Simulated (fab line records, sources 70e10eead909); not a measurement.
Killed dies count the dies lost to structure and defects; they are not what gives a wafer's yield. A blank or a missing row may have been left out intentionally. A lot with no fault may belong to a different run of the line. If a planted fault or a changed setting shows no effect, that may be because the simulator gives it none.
fab line records	flow nand-harc
record lots=12	wafers=36	last-day=32
route steps=1302 shown A_DECK1_JOINT@530 A_ONON_D2@564 A_CHANNEL_HOLE_D2@583 END@1302
lots that met no fault: from a run of the same line without faults
start-h: the number of hours between the record's first day and the start of the first shown wafer of the lot	wait-h: how many hours have passed since the lot's step before this one	" repeats the value in the row above	L1.1+2: several wafers, shown together as one row	- either no value or no given start	* or withheld: withheld	< > ~ a bound
route shown NAME@n: a module of which the file shows steps, and the number in the route of the first	usual: mean/standard deviation of fault-free wafers	same: alike in all rows	chamber/n: place in a boat	sites: per-site readings	_std_site: standard deviation of those values	_edge_site: mean of outer sites minus mean of inner sites	radius-mm: how far each site lies from the wafer's centre	mask NAME#n: copy n	behind: the last tool/chamber to shape the wafer	hold: the reason the lot was held/the length of the hold in hours/how it ended	device: names the non-switching transistor (n, p or np)	end of line: the tests these same wafers got at the end of their route	a step given without rows: its recipe and nothing more	killed: dies that structure and defects cost at the first sort, which is not the same as the wafer's yield	map: a wafer's dies, marking killed ones x, the rest . and places with no die _
set.NAME: setting as actually run; set.NAME@STEP: the setting as run at that earlier step	model.NAME: the simulator's own value behind a step, which no gauge read
a sample of lots followed through the steps of the route, with each step as a table and each wafer as a row
services: when a tool's chamber went out of use (start-h, in hours from the record's first day, below 0 if earlier), for how many hours, and the reason
## steps
# step NHARC_A_DECK1_JOINT_ETCHBACK_00
# recipe target-depth-a=300	time-s=17.4	hbr-flow-sccm=150	rf-w=350	icp-w=350	bias-w=60	chemistry=HBr
# usual bias-w=59.99/0.16	chamber-pressure-mTorr=15.000/0.018	drypump-motor-current-A=5.6/0.32	oes-product-au=1.000/0.014	throttle-valve-pct=23.267/0.0088
# same time-s=17.4
lot.wafer	tool	chamber	start-h	wait-h	bias-w	chamber-pressure-mTorr	drypump-motor-current-A	oes-product-au	rf-hours-counter-h	throttle-valve-pct
L972.3	rie-si-02	2	257.66	0.1	59.93	15.011	5.9	1.006	0.8	23.259
L972.5	"	2	"	"	59.97	14.995	5.9	0.995	-	23.275
L972.4	"	0	"	"	60.18	14.993	5.3	1.009	-	23.261
L974.1	rie-si-03	2	272.52	0.1	60.15	14.998	5.7	1.020	0.3	23.285
L974.2	"	0	"	"	60.25	15.005	5.4	1.003	0.2	23.253
L974.5	"	2	"	"	60.03	15.034	5.6	1.023	-	23.273
L975.3	rie-si-04	2	285.31	0.1	59.95	15.013	5.7	1.007	0.7	23.261
L975.2	"	3	"	"	60.04	14.979	5.3	1.003	0.7	23.271
L975.4	"	1	"	"	59.63	15.004	5.2	0.987	0.7	23.273
L977.3	rie-si-03	1	305.26	0.1	59.68	15.013	5.6	0.986	0.5	23.286
L977.1	"	2	"	"	60.15	14.998	5.7	1.031	0.5	23.259
L977.4	"	3	"	"	59.69	15.015	6.3	0.989	0.4	23.266
L979.3	rie-si-03	0	319.79	0.1	60.04	15.004	5.4	1.006	0.5	23.279
L979.2	"	3	"	"	60.07	14.990	6.3	0.980	0.5	23.268
L979.6	"	0	"	"	60.20	14.986	5.4	0.997	-	23.275
L986.3	rie-si-02	2	391.40	0.1	60.05	15.011	5.9	1.020	0.8	23.262
L986.2	"	3	"	"	60.18	15.015	5.7	1.027	0.7	23.255
L986.6	"	1	"	"	59.89	15.034	5.9	0.994	-	23.269
L987.4	rie-si-03	3	391.40	0.1	59.94	14.994	6.2	0.994	1.0	23.254
L987.6	"	2	"	"	60.08	15.009	5.7	1.017	-	23.260
L987.5	"	3	"	"	59.76	14.981	6.2	0.995	-	23.268
L988.1	rie-si-03	3	416.53	0.1	59.86	14.999	6.3	0.988	0.0	23.269
L988.3	"	1	"	"	59.85	14.996	5.6	0.983	0.0	23.271
L988.5	"	3	"	"	59.99	15.008	6.3	0.996	-	23.264
L991.1	rie-si-02	1	435.08	0.1	60.13	14.973	5.9	0.986	1.0	23.270
L991.2	"	2	"	"	60.06	15.015	5.9	1.006	1.0	23.264
L991.5	"	0	"	"	60.10	15.013	5.3	0.990	-	23.258
L990.2	rie-si-04	0	435.11	0.1	60.03	15.011	5.5	1.004	0.6	23.265
L990.6	"	3	"	"	59.98	14.990	5.2	0.978	-	23.285
L990.5	"	0	"	"	59.85	15.008	5.5	1.003	-	23.263
L993.4	rie-si-03	0	461.10	0.1	59.94	15.001	5.4	0.998	0.5	23.255
L993.2	"	1	"	"	59.94	15.020	5.6	0.980	0.5	23.260
L993.1	"	2	"	"	59.87	15.004	5.7	0.998	0.2	23.282
L992.2	rie-si-02	3	465.59	0.1	60.05	14.984	5.7	1.001	0	23.270
L992.5	"	3	"	"	60.19	15.004	5.6	1.007	-	23.261
L992.6	"	0	"	"	60.09	14.993	5.3	1.013	-	23.282
# step NHARC_A_DECK1_JOINT_CMP_02
# recipe material=SiOx
# usual edge-zone-pressure-frac=1.000/0.0045	motor-current-A=12.6/1.4
lot.wafer	tool	chamber	start-h	wait-h	edge-zone-pressure-frac	motor-current-A
L972.3	cmp-04	3	279.71	0.4	0.995	11.5
L972.4	"	1	"	"	1.000	12.5
L972.5	"	3	"	"	0.996	11.8
L974.1	cmp-01	3	298.98	0.4	1.005	14.9
L974.2	"	1	"	"	1.001	15.2
L974.5	"	3	"	"	1.002	13.5
L975.3	cmp-03	2	313.53	0.4	0.995	11.4
L975.4	"	3	"	"	1.007	13.4
L975.2	"	1	"	"	0.992	11.7
L977.1	cmp-03	3	330.67	0.4	1.000	12.8
L977.3	"	1	"	"	1.001	11.8
L977.4	"	2	"	"	0.998	11.6
L979.3	cmp-01	3	343.16	0.4	1.005	13.8
L979.2	"	2	"	"	0.998	12.8
L979.6	"	3	"	"	1.005	14.4
L986.2	cmp-04	0	417.75	0.4	1.006	12.1
L986.3	"	2	"	"	0.994	14.0
L986.6	"	0	"	"	1.007	12.8
L987.4	cmp-03	3	417.75	0.4	0.996	13.4
L987.5	"	2	"	"	1.003	11.4
L987.6	"	3	"	"	0.996	13.2
L988.3	cmp-04	0	445.43	0.4	1.005	11.5
L988.1	"	1	"	"	1.003	11.9
L988.5	"	0	"	"	1.000	11.4
L990.2	cmp-04	3	458.87	0.6	1.008	11.9
L990.5	"	0	"	"	0.997	12.0
L990.6	"	1	"	"	0.998	11.5
L991.2	cmp-01	3	458.92	0.6	0.990	14.2
L991.1	"	0	"	"	0.999	13.9
L991.5	"	2	"	"	1.000	13.9
L993.4	cmp-04	1	483.66	0.4	1.001	12.1
L993.1	"	3	"	"	1.000	11.7
L993.2	"	0	"	"	1.000	11.8
L992.2	cmp-04	1	490.50	0.4	0.997	11.9
L992.6	"	2	"	"	1.001	13.7
L992.5	"	3	"	"	0.991	11.7
# step NHARC_A_ONON_D2_DEP_28
# recipe target-thk-a=10000	n2-flow-sccm=2750	n2o-flow-sccm=2000	nh3-flow-sccm=500	sih4-flow-sccm=210	temp-c=400
lot.wafer	tool	chamber	start-h	wait-h
L972.3+4+5	pecvd-onon-04	0	292.87	0.2
L974.1+2+5	pecvd-onon-03	0	313.47	0.1
L975.2+3+4	pecvd-onon-03	0	327.59	0.1
L977.1+3+4	pecvd-onon-03	0	345.99	0.1
L979.2+3+6	pecvd-onon-03	0	356.22	0.1
L986.2+3+6	pecvd-onon-04	0	431.17	0.1
L987.4+5+6	pecvd-onon-03	0	431.26	0.2
L988.1+3+5	pecvd-onon-02	0	458.38	0.1
L991.1+2+5	pecvd-onon-02	0	472.84	0.1
L990.2+5+6	pecvd-onon-04	0	472.91	0.1
L993.1+2+4	pecvd-onon-02	0	499.74	0.1
L992.2+5+6	pecvd-onon-02	0	504.24	0.1
# step NHARC_A_ONON_D2_THK_MEAS_30
# recipe thk-meas-gauge=ellipsometry
# usual thk-nm=1001/13
lot.wafer	tool	chamber	start-h	wait-h	thk-nm
L972.3	film-metro-01	-	293.26	-	1016
L972.4	"	-	"	"	1015
L972.5	"	-	"	"	1017
L974.1	film-metro-02	-	313.97	-	1002
L974.2	"	-	"	"	1002
L974.5	"	-	"	"	1000
L975.2	film-metro-01	-	328.04	-	1006
L975.3	"	-	"	"	1007
L975.4	"	-	"	"	1006
L977.1	film-metro-02	-	346.51	-	986
L977.3	"	-	"	"	560
L977.4	"	-	"	"	560
L979.2	film-metro-01	-	356.67	-	564
L979.3	"	-	"	"	562
L979.6	"	-	"	"	985
L987.4	film-metro-01	-	431.60	-	994
L987.5	"	-	"	"	994
L987.6	"	-	"	"	994
L986.2	film-metro-02	-	431.62	-	995
L986.3	"	-	"	"	994
L986.6	"	-	"	"	995
L988.1	film-metro-02	-	458.92	-	989
L988.3	"	-	"	"	991
L988.5	"	-	"	"	987
L991.1	film-metro-02	-	473.35	-	1028
L991.2	"	-	"	"	1029
L991.5	"	-	"	"	1028
L990.2	film-metro-02	-	473.36	-	991
L990.5	"	-	"	"	991
L990.6	"	-	"	"	992
L993.1	film-metro-02	-	500.27	-	1015
L993.2	"	-	"	"	1016
L993.4	"	-	"	"	1015
L992.2	film-metro-02	-	504.69	-	1005
L992.5	"	-	"	"	1006
L992.6	"	-	"	"	1006
# step NHARC_A_CHANNEL_HOLE_D2_OVL_MEAS_11
# usual overlay-x-nm=0.2/0.75	overlay-y-nm=-0.2/0.8
lot.wafer	tool	chamber	start-h	wait-h	overlay-x-nm	overlay-y-nm
L972.3	overlay-01	-	296.58	-	0.8	-1.3
L972.4	"	-	"	"	0.6	-0.8
L972.5	"	-	"	"	0.8	-0.9
L974.1	overlay-01	-	321.25	-	0.9	-0.7
L974.2	"	-	"	"	0.7	-1.0
L974.5	"	-	"	"	0.9	-1.1
L975.2	overlay-01	-	331.41	-	-0.1	0.4
L975.3	"	-	"	"	-0.5	0.7
L975.4	"	-	"	"	-0.2	0.1
L977.1	overlay-02	-	349.73	-	1.4	-0.3
L979.6	overlay-02	-	362.23	-	0.1	-0.3
L986.2	overlay-02	-	436.18	-	0.5	-0.1
L986.3	"	-	"	"	0.3	-0.1
L986.6	"	-	"	"	0.5	-0.2
L987.4	overlay-02	-	438.18	-	0.5	0.8
L987.5	"	-	"	"	0.1	0.7
L987.6	"	-	"	"	0.6	0.4
L988.1	overlay-02	-	462.39	-	-1.0	-1.3
L988.3	"	-	"	"	-1.4	-1.8
L988.5	"	-	"	"	-0.5	-1.1
L991.1	overlay-01	-	476.58	-	1.8	0.4
L991.2	"	-	"	"	1.5	0.7
L991.5	"	-	"	"	2.4	0.5
L990.2	overlay-01	-	477.38	-	-0.1	1.0
L990.5	"	-	"	"	-0.2	0.0
L990.6	"	-	"	"	-0.5	0.5
L993.1	overlay-02	-	503.59	-	0.0	-1.5
L993.2	"	-	"	"	0.2	-1.9
L993.4	"	-	"	"	0.1	-2.1
L992.2	overlay-01	-	508.40	-	0.6	-0.1
L992.5	"	-	"	"	0.6	-0.5
L992.6	"	-	"	"	0.5	-0.6
# step NHARC_END_SORT_01
# recipe temp-c=25
# usual killed-at-array=58/22	killed-at-other=1.0/1.3	killed-at-periphery=5/3.4	killed-dies=64/22	killed-open=3.6/1.8	killed-short=2.4/1.7
# same gross-dies=677
lot.wafer	tool	chamber	start-h	wait-h	killed-at-array	killed-at-other	killed-at-periphery	killed-dies	killed-open	killed-short
L977.1	prober-01	0	630.86	2.5	34	4	4	42	8	1
L977.3	prober-01	0	632.47	3.1	667	2	8	677	6	2
L977.4	prober-01	0	633.27	3.4	674	0	3	677	4	3
L979.2	prober-02	0	635.91	2.8	673	0	4	677	4	2
L979.3	prober-02	0	636.72	3.1	674	1	2	677	2	1
L979.6	prober-02	0	639.14	4.0	80	1	2	83	4	6
# killed by level:class
L977.1 A_CHANNEL_HOLE_D2:chamber-film-flake=11 A_CONTACT:chamber-film-flake=6 THIN_TSV:chamber-film-flake=4 A_STAIRCASE:chamber-film-flake=4 A_DECK1_JOINT:geometric-particle:open=2 A_CHANNEL_HOLE_D1:chamber-film-flake=2 A_DECK1_JOINT:chamber-film-flake=2 P_STI:geometric-particle:open=1
L977.3 A_ONON_D2:area-dep=640 A_CHANNEL_HOLE_D2:chamber-film-flake=13 A_CHANNEL_HOLE_D1:chamber-film-flake=4 A_CONTACT:chamber-film-flake=4 P_STI:chamber-film-flake=3 P_GATE:geometric-particle:open=2 P_ZERO_WELL:chamber-film-flake=2 A_STAIRCASE:chamber-film-flake=2
L977.4 A_ONON_D2:area-dep=640 A_CHANNEL_HOLE_D2:chamber-film-flake=16 A_STAIRCASE:chamber-film-flake=5 A_CONTACT:chamber-film-flake=5 A_CHANNEL_HOLE_D1:chamber-film-flake=2 A_CHANNEL_FILL_D2:geometric-particle:open=1 P_GATE:geometric-particle:short=1 P_CONTACT:geometric-particle:open=1
L979.2 A_ONON_D2:area-dep=596 A_CHANNEL_HOLE_D2:chamber-film-flake=35 A_CHANNEL_HOLE_D1:chamber-film-flake=34 A_CONTACT:chamber-film-flake=5 P_M0:geometric-particle:open=2 P_CONTACT:geometric-particle:open=1 A_ONON_D1:geometric-particle:short=1 A_CHANNEL_FILL_D1:geometric-particle:open=1
L979.3 A_ONON_D2:area-dep=597 A_CHANNEL_HOLE_D1:chamber-film-flake=37 A_CHANNEL_HOLE_D2:chamber-film-flake=26 A_CHANNEL_FILL_D1:chamber-film-flake=4 A_DECK1_JOINT:chamber-film-flake=4 A_SLIT:chamber-film-flake=2 P_M0:geometric-particle:open=1 A_SGD_CUT:geometric-particle:short=1
L979.6 A_CHANNEL_HOLE_D1:chamber-film-flake=37 A_CHANNEL_HOLE_D2:chamber-film-flake=30 A_CONTACT:chamber-film-flake=3 A_CHANNEL_FILL_D2:geometric-particle:short=2 A_CHANNEL_FILL_D1:chamber-film-flake=2 P_M0:geometric-particle:open=1 P_M0:geometric-particle:short=1 A_ONON_D1:geometric-particle:short=1
## services
tool	chamber	start-h	hours	kind
pecvd-onon-03	-	244.02	5.9	repair
rie-si-03	0	245.78	3.5	repair
rie-si-02	3	257.23	0.9	repair
cmp-03	-	260.00	4.0	pm
cmp-03	-	267.49	2.9	repair
rie-si-02	-	277.00	9.0	pm
rie-si-03	-	280.95	1.1	repair
cmp-01	-	285.13	4.0	pm
cmp-04	-	301.90	3.3	repair
cmp-04	-	307.29	4.0	pm
pecvd-onon-04	-	311.83	13.0	pm
cmp-03	-	352.03	1.8	repair
pecvd-onon-02	-	366.00	13.0	pm
rie-si-02	0	383.52	2.3	repair
cmp-04	-	394.22	3.6	repair
rie-si-03	-	398.00	9.0	pm
cmp-04	-	405.29	4.0	pm
pecvd-onon-03	-	408.00	13.0	pm
cmp-04	-	433.86	9.0	repair
rie-si-02	3	446.36	2.3	repair
rie-si-02	-	454.00	9.0	pm
cmp-04	-	461.39	1.3	repair
cmp-04	-	463.52	0.4	repair
cmp-04	-	503.29	4.0	pm
## key
first-sign step=NHARC_A_ONON_D2_THK_MEAS_30	reading=thk-nm	direction=down	sigmas=33	usual=1001	struck=562
effect step=NHARC_END_SORT_01	reading=killed-at-array	direction=up	sigmas=28	usual=58	struck=672
more-kills-born-at NHARC_A_ONON_D2_DEP_28@pecvd-onon-03=2473
met-at NHARC_A_ONON_D2_DEP_28
struck-lots L977,L979
struck-wafers L977.3,L977.4,L979.2,L979.3
later-rows-left-out L977.3,L977.4,L979.2,L979.3
tester-left-out L977,L979
not-acting-at NHARC_A_DECK1_JOINT_ETCHBACK_00,NHARC_A_DECK1_JOINT_CMP_02,NHARC_A_CHANNEL_HOLE_D2_OVL_MEAS_11
onset-between 327.59 345.99
fault kind=process-parameter-drift	tool=pecvd-onon-03	chamber=-	onset-h=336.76	steps=NHARC_A_ONON_D2_DEP_28	channel=target-thk-a	offset=*	shape=step	end-h=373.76	scope=struck-wafers-only	acts-in=*	stated=*
# tester-left-out: of these lots the tester's yield and bins aren't shown, on N5 and GAA mostly nor the transistor test; their killed dies are dies lost to structure and defects alone, not to doping, threshold or leakage, so they don't give the yield
# later-rows-left-out: the simulator's readings of these wafers behind a module that went badly wrong aren't trusted and aren't shown, but for the sort
